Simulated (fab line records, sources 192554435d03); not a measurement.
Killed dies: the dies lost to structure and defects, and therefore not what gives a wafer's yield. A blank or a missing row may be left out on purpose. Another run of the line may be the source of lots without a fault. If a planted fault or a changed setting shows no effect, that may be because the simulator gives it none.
What tool caused it? | flow n5-finfet | 12 lots with 36 wafers sampled at 4 steps, on a route of 1938 steps

== WHAT THE GAUGES SHOWED, per wafer ==
N5_BEOL_M12_THK_MEAS_50: measures by xrf.
lot  | measured     | on            | M12_THK (nm)
L075 | day 10 22:43 | film-metro-02 | 315 328 324
L078 | day 11 18:09 | film-metro-01 | 325 322 312
L080 | day 12 06:27 | film-metro-02 | 322 320 323
L081 | day 12 15:53 | film-metro-01 | 322 325 322
L083 | day 13 07:50 | film-metro-02 | 316 318 314
L086 | day 13 22:05 | film-metro-01 | 315 324 324
L085 | day 14 03:15 | film-metro-01 | 323 326 321
L090 | day 15 03:05 | film-metro-02 | 320 321 328
L091 | day 15 03:49 | film-metro-01 | 319 318 316
L093 | day 16 10:34 | film-metro-01 | 316 316 317
L094 | day 16 15:17 | film-metro-02 | 322 322 320
L096 | day 17 01:49 | film-metro-02 | 314 321 325

== WHICH TOOL RAN EACH LOT (tool, then ch and the chambers of the sampled wafers, then the start) ==
lot  | N5_BEOL_M12_ETCH_38                | N5_BEOL_M12_PRE_CLEAN_42     | N5_BEOL_M12_SPUTTER_43
L075 | rie-diel-04 ch 2,3, day 10 20:49   | pvd-sputter-01, day 10 21:28 | pvd-sputter-01, day 10 21:31
L078 | rie-diel-03 ch 0,2,3, day 11 16:43 | pvd-sputter-02, day 11 17:06 | pvd-sputter-02, day 11 17:08
L080 | rie-diel-06 ch 0,1, day 12 04:57   | pvd-sputter-03, day 12 05:24 | pvd-sputter-03, day 12 05:26
L081 | rie-diel-06 ch 0,3, day 12 14:17   | pvd-sputter-02, day 12 14:50 | pvd-sputter-02, day 12 14:52
L083 | rie-diel-06 ch 0,1,3, day 13 06:05 | pvd-sputter-01, day 13 06:38 | pvd-sputter-01, day 13 06:40
L086 | rie-diel-06 ch 0,1,3, day 13 20:30 | pvd-sputter-03, day 13 21:01 | pvd-sputter-03, day 13 21:04
L085 | rie-diel-04 ch 0,2,3, day 14 01:37 | pvd-sputter-02, day 14 02:11 | pvd-sputter-02, day 14 02:14
L090 | rie-diel-04 ch 1,2,3, day 15 00:50 | pvd-sputter-02, day 15 01:16 | pvd-sputter-02, day 15 01:19
L091 | rie-diel-04 ch 1,3, day 15 01:28   | pvd-sputter-03, day 15 02:31 | pvd-sputter-03, day 15 02:33
L093 | rie-diel-03 ch 0,1,3, day 16 09:17 | pvd-sputter-03, day 16 09:31 | pvd-sputter-03, day 16 09:33
L094 | rie-diel-04 ch 0,2,3, day 16 14:00 | pvd-sputter-01, day 16 14:14 | pvd-sputter-01, day 16 14:16
L096 | rie-diel-06 ch 1,3, day 16 22:17   | pvd-sputter-01, day 16 22:41 | pvd-sputter-01, day 16 22:44
- N5_BEOL_M12_ETCH_38: etches SiCN in CF4/N2, target depth 68.7 nm, time 73.4 s.
- N5_BEOL_M12_PRE_CLEAN_42: time 30 s.
- N5_BEOL_M12_SPUTTER_43: material TaN, target thk 15 nm, time 24.19 s.

== THE ANSWER, worked out from the rows above alone ==
Rule: the lots themselves supply what counts as usual. Put in order of their means at a reading, lots are off if they are a third of the lots or fewer, leave a main group of 4 or more, and stand apart from it by a gap of 3 or more times the standard deviation of the main group's means; of several such gaps the widest counts. The tables above print the reading to a certain number of digits; a main group whose means all agree to those digits is not used. A lot without any number at a reading at which 4 lots or more have one is off too. The other lots that the step has rows for count as sound.
Across all readings shown, no lot is off: no conclusion can be drawn from this.

== WHAT WAS PUT IN BY THE SIMULATOR ==
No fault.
